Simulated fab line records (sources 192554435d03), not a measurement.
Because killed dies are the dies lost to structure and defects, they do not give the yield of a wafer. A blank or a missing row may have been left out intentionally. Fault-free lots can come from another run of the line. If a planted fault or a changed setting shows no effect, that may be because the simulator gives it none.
fab line records	flow n5-finfet
record: lots: 9	wafers: 27	last-day: 17
route steps=1938 shown ZERO_LAYER@4 WELL_APT@33 PMOS_HMC_CHANNEL_EPI@73 BEOL_M4@1111 PASSIVATION@1936
lots untouched by any fault: they come from a run of this same line in which no faults occurred
start-h: hours from the record's first day to the start of the lot's first wafer shown	wait-h: time in hours since the lot's previous step	" unchanged from the row above	L1.1+2: a single row standing in for several wafers	- no value, or no start was given	* or withheld: withheld	< > ~ a bound
route shown NAME@n: a module of which the file shows steps, and the number in the route of the first	usual: mean/standard deviation of fault-free wafers	same: alike in all rows	chamber/n: place in a boat	sites: per-site readings	_std_site: standard deviation across them	_edge_site: inner sites' mean taken away from outer sites' mean	radius-mm: how far each site lies from the wafer's centre	mask NAME#n: copy n	behind: the most recent tool/chamber to have shaped the wafer	hold: why the lot went on hold/how many hours it stayed there/how the hold came to an end	device: names the non-switching transistor (n, p or np)	end of line: at the end of the route, the tests of the same wafers	for a step that has no rows: nothing shown but its recipe	killed: dies lost to structure and defects at the first sort, not the wafer's yield	map: dies across one wafer; x = killed, . = not, _ = none there
set.NAME: the setting that was run; set.NAME@STEP: the one run at that earlier step	model.NAME: the simulator's own value behind a step, which no gauge read
route steps across a sampled set of lots; one table per step, one row per wafer
services: from which hour (start-h, from the record's first day; less than 0 if before it) a tool's chamber was out of use, for how many hours, and why
== steps ==
step: N5_ZERO_LAYER_PECVD_02
recipe: material: SiO2	target-thk-a: 100	temp-c: 400	precursor: SiH4/N2O	pressure-torr: 0.75	rf-w: 275	time-s: 6
usual: heater-power-w: 784/72	showerhead-plenum-p-Torr: 8.21/0.13	showerhead-vpp-V: 1041/31
lot.wafer	tool	chamber	start-h	wait-h	heater-power-w	showerhead-plenum-p-Torr	showerhead-vpp-V
L375.1	pecvd-03	1	18.28	0.0	633	8.40	1051
L375.5	"	0	"	"	799	8.26	1049
L375.6	"	1	"	"	628	8.41	1069
L376.1	pecvd-03	0	24.28	0.0	781	8.26	1044
L376.3	"	1	"	"	730	8.40	1067
L376.5	"	2	"	"	874	8.13	1029
L380.2	pecvd-01	1	48.30	0.0	856	8.05	988
L380.3	"	2	"	"	715	8.23	1082
L380.6	"	1	"	"	864	8.07	1001
L381.1	pecvd-03	1	54.29	0.0	682	8.42	1056
L381.4	"	1	"	"	663	8.40	1048
L381.6	"	0	"	"	779	8.25	1024
L382.1	pecvd-01	1	60.28	0.0	889	8.06	1001
L382.2	"	2	"	"	690	8.24	1090
L382.5	"	2	"	"	692	8.26	1088
L386.1	pecvd-03	0	84.28	0.0	698	8.27	1039
L386.5	"	2	"	"	864	8.11	1024
L386.6	"	1	"	"	641	8.41	1070
L390.1	pecvd-03	2	108.47	0.0	800	8.12	1032
L390.3	"	1	"	"	756	8.41	1055
L390.4	"	2	"	"	824	8.12	1021
L391.1	pecvd-01	2	114.30	0.0	704	8.22	1079
L391.2	"	1	"	"	870	8.07	1020
L391.5	"	1	"	"	859	8.06	1018
L392.1	pecvd-03	0	120.28	0.0	816	8.25	1041
L392.2	"	2	"	"	900	8.15	1022
L392.3	"	1	"	"	649	8.41	1026
step: N5_WELL_APT_IMPLANT_15
recipe: species: As	energy-kev: 25	dose-cm2: 1.5e+13	tilt-deg: 0	rotation-deg: 0
usual: dose-ions-cm2: 1.4998e+13/1.5e+10	faraday-current-uA: 191/4.1	rotation-deg: 0.001/0.02
lot.wafer	tool	chamber	start-h	wait-h	dose-ions-cm2	faraday-current-uA	rotation-deg
L375.1	implanter-02	0	20.12	0.1	1.5007e+13	187	0.000
L375.5	"	0	"	"	1.5025e+13	188	-0.034
L375.6	"	0	"	"	1.5006e+13	185	0.004
L376.1	implanter-01	0	26.18	0.1	1.5004e+13	189	0.006
L376.3	"	0	"	"	1.5018e+13	193	0.000
L376.5	"	0	"	"	1.5002e+13	194	0.021
L380.2	implanter-02	0	50.25	0.1	1.5009e+13	203	-0.006
L380.3	"	0	"	"	1.5006e+13	187	0.004
L380.6	"	0	"	"	1.5003e+13	192	0.003
L381.1	implanter-02	0	56.70	0.1	1.4995e+13	194	0.030
L381.4	"	0	"	"	1.5005e+13	194	-0.029
L381.6	"	0	"	"	1.5004e+13	192	-0.002
L382.1	implanter-01	0	62.86	0.1	1.4994e+13	188	0.022
L382.2	"	0	"	"	1.4972e+13	192	-0.043
L382.5	"	0	"	"	1.4979e+13	195	-0.012
L386.1	implanter-02	0	86.06	0.1	1.5011e+13	195	0.029
L386.5	"	0	"	"	1.4996e+13	184	0.005
L386.6	"	0	"	"	1.4996e+13	191	0.004
L390.1	implanter-02	0	110.35	0.1	2.2186e+13	283	0.004
L390.3	"	0	"	"	2.2208e+13	279	-0.044
L390.4	"	0	"	"	2.2178e+13	280	-0.012
L391.1	implanter-02	0	116.72	0.1	2.2179e+13	287	0.032
L391.2	"	0	"	"	2.2155e+13	278	0.011
L391.5	"	0	"	"	2.2156e+13	281	0.033
L392.1	implanter-02	0	124.43	0.1	2.2174e+13	277	0.002
L392.2	"	0	"	"	2.2156e+13	272	0.024
L392.3	"	0	"	"	2.2177e+13	277	0.013
step: N5_PMOS_HMC_CHANNEL_EPI_ETCH_38
recipe: chemistry: CF4	target: SiO2	target-depth-a: 15	ion-energy-ev: 350	pressure-mtorr: 10	icp-w: 800	bias-w: 400	cf4-flow-sccm: 80
usual: drypump-motor-current-A: 5.7/0.51	oes-product-au: 1.004/0.019	throttle-valve-pct: 21.85/0.24
lot.wafer	tool	chamber	start-h	wait-h	drypump-motor-current-A	oes-product-au	rf-hours-counter-h	throttle-valve-pct
L375.1	rie-si-01	0	24.06	0.0	4.8	0.989	103	22.08
L375.5	"	2	"	"	6.5	1.044	-	22.00
L375.6	"	1	"	"	5.9	1.001	-	21.58
L376.1	rie-si-01	2	29.82	0.0	6.5	1.049	122	21.99
L376.3	"	1	"	"	5.9	1.007	26	21.58
L376.5	"	0	"	"	4.8	0.994	-	22.07
L380.2	rie-si-04	0	53.82	0.0	5.7	1.021	166	22.12
L380.3	"	1	"	"	5.7	1.006	159	21.91
L380.6	"	1	"	"	5.7	1.013	-	21.89
L381.1	rie-si-04	3	60.46	0.0	5.4	1.028	71	21.80
L381.4	"	0	"	"	5.7	1.010	166	22.12
L381.6	"	3	"	"	5.4	1.037	-	21.78
L382.1	rie-si-01	2	66.86	0.0	6.5	1.034	123	22.00
L382.2	"	0	"	"	4.8	0.991	104	22.08
L382.5	"	3	"	"	5.6	0.972	-	21.99
L386.1	rie-si-05	2	90.22	0.0	6.2	1.007	32	21.47
L386.5	"	3	"	"	5.3	0.986	-	22.06
L386.6	"	2	"	"	6.3	1.001	-	21.49
L390.1	rie-si-05	2	114.06	0.0	6.3	0.998	33	21.48
L390.3	"	0	"	"	5.6	1.000	193	21.76
L390.4	"	0	"	"	5.6	1.007	-	21.74
L391.1	rie-si-05	2	122.25	0.0	6.2	0.985	33	21.48
L391.2	"	3	"	"	5.3	0.991	190	22.08
L391.5	"	3	"	"	5.3	0.994	-	22.08
L392.1	rie-si-01	3	128.78	0.0	5.6	0.967	157	21.97
L392.2	"	0	"	"	4.8	0.978	105	22.07
L392.3	"	1	"	"	5.9	0.990	28	21.58
step: N5_PMOS_HMC_CHANNEL_EPI_FIN_RECESS_16
recipe: chemistry: HBr/Cl2	target: Si	mask-material: SiO2	target-depth-a: 540	time-s: 18	pressure-mtorr: 10	icp-w: 800	bias-w: 75	HBr_flow_sccm: 150	Cl2_flow_sccm: 80
usual: HBr_flow_sccm: 150.0/0.45	drypump-motor-current-A: 5.7/0.52	oes-product-au: 1.004/0.016	throttle-valve-pct: 35.60/0.2
lot.wafer	tool	chamber	start-h	wait-h	HBr_flow_sccm	drypump-motor-current-A	oes-product-au	rf-hours-counter-h	throttle-valve-pct
L375.1	rie-si-01	0	24.08	0.0	149.7	4.8	0.990	103	35.78
L375.5	"	2	"	"	150.1	6.5	1.020	-	35.53
L375.6	"	1	"	"	149.9	5.9	1.010	-	35.45
L376.1	rie-si-01	2	29.84	0.0	149.7	6.5	1.034	122	35.51
L376.3	"	1	"	"	150.8	5.9	1.010	26	35.44
L376.5	"	0	"	"	149.8	4.8	0.981	-	35.78
L380.2	rie-si-04	0	53.84	0.0	149.9	5.6	1.017	166	35.99
L380.3	"	1	"	"	150.2	5.7	1.005	159	35.57
L380.6	"	1	"	"	149.7	5.7	1.019	-	35.57
L381.1	rie-si-04	3	60.48	0.0	149.6	5.4	1.038	71	35.39
L381.4	"	0	"	"	150.3	5.6	1.007	166	36.00
L381.6	"	3	"	"	149.5	5.4	1.029	-	35.40
L382.1	rie-si-01	2	66.88	0.0	149.2	6.5	1.034	123	35.52
L382.2	"	0	"	"	151.6	4.8	0.976	104	35.79
L382.5	"	3	"	"	149.4	5.6	0.988	-	35.59
L386.1	rie-si-05	2	90.24	0.0	150.5	6.3	0.996	32	35.41
L386.5	"	3	"	"	149.8	5.3	0.994	-	36.01
L386.6	"	2	"	"	150.1	6.3	1.005	-	35.42
L390.1	rie-si-05	2	114.08	0.0	149.4	6.3	1.003	33	35.42
L390.3	"	0	"	"	149.5	5.6	1.009	193	35.38
L390.4	"	0	"	"	150.1	5.6	1.006	-	35.41
L391.1	rie-si-05	2	122.27	0.0	149.5	6.3	0.997	33	35.41
L391.2	"	3	"	"	150.2	5.3	0.995	190	36.02
L391.5	"	3	"	"	149.5	5.3	0.994	-	36.02
L392.1	rie-si-01	3	128.80	0.0	150.4	5.6	0.995	157	35.55
L392.2	"	0	"	"	149.9	4.8	0.982	105	35.77
L392.3	"	1	"	"	149.9	5.9	0.997	28	35.46
step: N5_BEOL_M4_RC_MEAS_101
usual: CJ_P: 5.78/0.19	DIBL_N: 36.2/1.6	DIBL_P: 36.1/2	IOFF_N: 0.16/0.032	IOFF_P: 0.22/0.036	IOFF_P_LONG: 0.000107/9.6e-06	ION_N: 672/11	ION_P: 463/7.5	SS_N: 71.4/0.58	SS_P: 73.2/0.67	VT_N: 250/3.3	VT_P: -250/3.3
lot.wafer	tool	chamber	start-h	wait-h	CJ_P	DIBL_N[mV/V]	DIBL_P[mV/V]	IOFF_N[nA/um]	IOFF_P[nA/um]	IOFF_P_LONG[nA/um]	ION_N[uA/um]	ION_P[uA/um]	SS_N[mV/dec]	SS_P[mV/dec]	VT_N[mV]	VT_P[mV]
L375.1	prober-01	0	175.49	0.0	5.74	35.8	35.9	0.15	0.24	0.000114	678	477	71.1	73.3	249	-246
L375.5	"	0	"	"	5.54	33.8	32.6	0.11	0.19	0.000111	659	464	70.3	72.6	253	-251
L375.6	"	0	"	"	5.75	35.6	34.7	0.15	0.22	0.000112	672	470	71.3	72.8	248	-247
L376.1	prober-02	0	179.65	0.0	5.82	35.8	36.9	0.15	0.22	0.000108	678	470	71.6	73.6	248	-250
L376.3	"	0	"	"	5.70	35.9	35.7	0.15	0.19	0.000105	664	457	71.4	72.8	249	-252
L376.5	"	0	"	"	5.89	38.0	39.7	0.19	0.27	0.00011	675	469	72.2	74.3	249	-249
L381.1	prober-02	0	213.45	0.0	5.19	34.3	33.8	0.13	0.17	8.3e-05	659	452	71.4	72.2	255	-256
L381.4	"	0	"	"	5.79	33.2	33.0	0.12	0.15	8.9e-05	648	440	70.8	72.7	257	-258
L381.6	"	0	"	"	5.43	35.8	37.2	0.16	0.22	8.4e-05	670	458	71.2	73.9	249	-252
L380.2	prober-02	0	217.83	0.2	5.82	36.2	36.8	0.15	0.20	0.0001	654	455	72.1	73.0	252	-251
L380.3	"	0	"	"	5.99	35.3	34.3	0.12	0.17	0.000104	665	461	71.8	72.3	255	-253
L380.6	"	0	"	"	5.66	37.4	39.0	0.18	0.23	9.7e-05	671	458	71.7	74.2	248	-250
L382.1	prober-01	0	220.24	0.0	5.73	37.7	38.2	0.22	0.30	0.000114	675	464	71.6	74.1	245	-245
L382.2	"	0	"	"	6.09	35.6	36.0	0.17	0.24	0.000124	685	471	71.0	73.0	245	-248
L382.5	"	0	"	"	6.14	35.2	35.4	0.16	0.24	0.000123	667	466	70.4	73.9	250	-245
L386.1	prober-02	0	246.98	0.0	6.08	33.7	33.0	0.12	0.19	0.000127	657	461	70.5	72.0	252	-246
L386.5	"	0	"	"	5.75	35.4	35.0	0.15	0.23	0.000121	681	468	71.2	72.8	250	-245
L386.6	"	0	"	"	6.10	36.2	35.8	0.18	0.23	0.000126	686	474	71.4	73.0	247	-244
L391.1	prober-02	0	273.13	0.0	7.45	34.6	34.4	0.12	0.18	0.000153	661	457	71.6	72.5	254	-253
L391.2	"	0	"	"	7.18	35.1	35.5	0.13	0.19	0.000139	667	460	71.1	72.6	254	-250
L391.5	"	0	"	"	7.08	36.8	38.0	0.15	0.23	0.000138	679	469	72.1	73.8	251	-250
L390.1	prober-02	0	276.46	0.0	7.08	34.2	33.6	0.13	0.18	0.000137	647	455	70.6	72.7	253	-254
L390.3	"	0	"	"	7.10	33.3	32.4	0.13	0.17	0.000139	657	458	70.6	72.4	251	-251
L390.4	"	0	"	"	7.04	36.3	36.3	0.17	0.23	0.000137	665	456	72.2	73.3	248	-251
L392.1	prober-02	0	286.14	0.0	6.95	34.9	35.4	0.14	0.23	0.000158	668	462	71.3	73.0	253	-246
L392.2	"	0	"	"	6.61	32.7	32.1	0.12	0.18	0.000143	677	467	70.6	72.5	251	-249
L392.3	"	0	"	"	6.83	37.0	37.1	0.19	0.26	0.000149	681	471	71.7	73.3	245	-245
step: N5_PASSIVATION_PROBE_49
usual: defect-limited-yield: 91.4/1.3	killed_at_M0_to_M3: 34/10	killed_at_M4_up: 14/5.6	killed-at-contacts: 13/5.9	killed-at-front-end: 37/9.9	killed-at-other: 3.5/2.8	killed-dies: 101/15	killed-open: 67/12	killed-short: 32/6.6	sort_bin_5_function: 5.0/0.81	sort_bin_6_memory: 3.2/0.66	sort-n-pass: 1079/15	sort-yield-pct: 91.4/1.3
same: gross-dies: 1180	killed-at-back-side: 0	sort_bin_4_leakage[%]: 0	sort_bin_8_speed[%]: 0
lot.wafer	tool	chamber	start-h	wait-h	defect-limited-yield[%]	killed_at_M0_to_M3	killed_at_M4_up	killed-at-contacts	killed-at-front-end	killed-at-other	killed-dies	killed-open	killed-short	sort_bin_5_function[%]	sort_bin_6_memory[%]	sort-n-pass	sort-yield-pct[%]
L391.1	prober-02	-	376.29	0.0	89.7	34	29	13	44	1	121	86	33	6.6	3.6	1059	89.7
L391.2	prober-02	-	376.34	0.1	91.4	34	13	18	31	6	102	65	36	4.7	3.7	1078	91.4
L391.5	prober-02	-	376.49	0.2	91.5	36	14	18	32	0	100	64	34	5.7	2.5	1080	91.5
killed by level:class
L391.1 BEOL_M4:geometric-particle:open=14 FIN_SAQP:geometric-particle:open=11 STI_FIN_REVEAL:geometric-particle:open=9 BEOL_M0_SAQP:geometric-particle:open=9 FIN_SAQP:geometric-particle:short=8 MOL_CONTACT_COAG:geometric-particle:open=8 BEOL_M3:geometric-particle:open=8 BEOL_M2:geometric-particle:open=7
L391.2 MOL_CONTACT_COAG:geometric-particle:open=16 BEOL_M1:geometric-particle:open=10 GATE_CUT:geometric-particle:short=6 BEOL_M0_SAQP:geometric-particle:open=5 BEOL_M2:geometric-particle:open=5 BEOL_M4:geometric-particle:open=5 FIN_SAQP:geometric-particle:short=4 BEOL_M3:geometric-particle:short=4
L391.5 MOL_CONTACT_COAG:geometric-particle:open=13 BEOL_M1:geometric-particle:open=7 BEOL_M2:geometric-particle:open=7 BEOL_M3:geometric-particle:open=7 STI_FIN_REVEAL:geometric-particle:open=6 GATE_CUT:geometric-particle:short=6 BEOL_M0_SAQP:geometric-particle:short=5 STARTING-WAFER:geometric-particle:short=5
== services ==
tool	chamber	start-h	hours	kind
pecvd-01	0	3.73	2.1	scheduled-down
pecvd-03	0	12.61	2.1	scheduled-down
implanter-02	-	23.71	3.1	pm
pecvd-01	-	32.88	2.8	pm
rie-si-05	2	43.74	1.9	repair
rie-si-01	1	51.81	13.5	repair
pecvd-03	-	99.55	2.8	pm
rie-si-05	1	114.00	6.8	repair
== key ==
first-sign: step: N5_WELL_APT_IMPLANT_15	reading: dose-ions-cm2	direction: up	sigmas: 99+	usual: 1.4998e+13	struck: 2.2174e+13
effect: step: N5_WELL_APT_IMPLANT_15	reading: faraday-current-uA	direction: up	sigmas: 22	usual: 191	struck: 279
effect: step: N5_BEOL_M4_RC_MEAS_101	reading: CJ_P	direction: up	sigmas: 6.8	usual: 5.78	struck: 7.04
effect: step: N5_BEOL_M4_RC_MEAS_101	reading: IOFF_P_LONG	direction: up	sigmas: 3.9	usual: 0.000107	struck: 0.000144
met-at N5_WELL_APT_IMPLANT_15
struck-lots L390,L391,L392
not-acting-at N5_ZERO_LAYER_PECVD_02,N5_PMOS_HMC_CHANNEL_EPI_ETCH_38,N5_PMOS_HMC_CHANNEL_EPI_FIN_RECESS_16
onset-between 86.06 110.35
fault: kind: process-parameter-drift	tool: implanter-02	chamber: -	onset-h: 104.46	steps: N5_WELL_APT_IMPLANT_15	channel: dose-cm2	offset: 7.174e+12	shape: step	end-h: 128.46	acts-in: these-recipes-only	stated: 1.5e+13
